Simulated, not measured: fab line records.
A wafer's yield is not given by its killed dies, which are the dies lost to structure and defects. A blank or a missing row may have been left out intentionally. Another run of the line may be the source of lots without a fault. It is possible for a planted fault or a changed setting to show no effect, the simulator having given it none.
Matching of chambers / flow nand_harc / 4 sister chambers for NHARC_A_STAIRCASE_ETCH_271 on rie_diel-08
The step etches the open film in CF4/CHF3. 8 wafers are shown with their chamber, then 8 later ones without.

WAFERS PAIRED WITH THEIR CHAMBERS
wafer=L085.6; chamber=2; drypump_motor_current_A (A)=5.6; showerhead_plenum_p_Torr (Torr)=1.58
wafer=L086.4; chamber=0; drypump_motor_current_A (A)=6.2; showerhead_plenum_p_Torr (Torr)=1.59
wafer=L088.4; chamber=1; drypump_motor_current_A (A)=5.9; showerhead_plenum_p_Torr (Torr)=1.67
wafer=L088.5; chamber=3; drypump_motor_current_A (A)=5.8; showerhead_plenum_p_Torr (Torr)=1.68
wafer=L094.1; chamber=1; drypump_motor_current_A (A)=5.9; showerhead_plenum_p_Torr (Torr)=1.67
wafer=L094.2; chamber=3; drypump_motor_current_A (A)=5.8; showerhead_plenum_p_Torr (Torr)=1.67
wafer=L094.5; chamber=2; drypump_motor_current_A (A)=5.6; showerhead_plenum_p_Torr (Torr)=1.57
wafer=L095.2; chamber=0; drypump_motor_current_A (A)=6.3; showerhead_plenum_p_Torr (Torr)=1.58

WAFERS WITH NO CHAMBER GIVEN
wafer=L095.3; drypump_motor_current_A (A)=5.6; showerhead_plenum_p_Torr (Torr)=1.57
wafer=L095.5; drypump_motor_current_A (A)=6.2; showerhead_plenum_p_Torr (Torr)=1.58
wafer=L096.3; drypump_motor_current_A (A)=5.6; showerhead_plenum_p_Torr (Torr)=1.57
wafer=L096.5; drypump_motor_current_A (A)=6.2; showerhead_plenum_p_Torr (Torr)=1.58
wafer=L096.6; drypump_motor_current_A (A)=5.8; showerhead_plenum_p_Torr (Torr)=1.67
wafer=L097.3; drypump_motor_current_A (A)=6.3; showerhead_plenum_p_Torr (Torr)=1.58
wafer=L097.4; drypump_motor_current_A (A)=5.6; showerhead_plenum_p_Torr (Torr)=1.57
wafer=L097.6; drypump_motor_current_A (A)=5.7; showerhead_plenum_p_Torr (Torr)=1.67

EACH ONE'S CHAMBER
wafer=L095.3; from the rows above=2; in truth=2
wafer=L095.5; from the rows above=0; in truth=0
wafer=L096.3; from the rows above=2; in truth=2
wafer=L096.5; from the rows above=0; in truth=0
wafer=L096.6; from the rows above=3; in truth=3
wafer=L097.3; from the rows above=0; in truth=0
wafer=L097.4; from the rows above=2; in truth=2
wafer=L097.6; from the rows above=3; in truth=3
Correctly placed: 8 of 8. Left unplaced by these rows: 0. Placed wrongly: 0.
How it was worked out, from the rows above alone: a wafer's distance from a chamber is the root of the sum, over the readings, of the square of ((its reading less the chamber's mean) divided by the reading's scatter). The wafer belongs to the nearest chamber; if the next one is less than 2 further off, it can't be placed. For every chamber, the mean is computed from those of its wafers that are shown. The scatter is the square root of a quotient: the sum, over the shown wafers, of each reading's squared deviation from its chamber's mean, divided by wafers minus chambers.
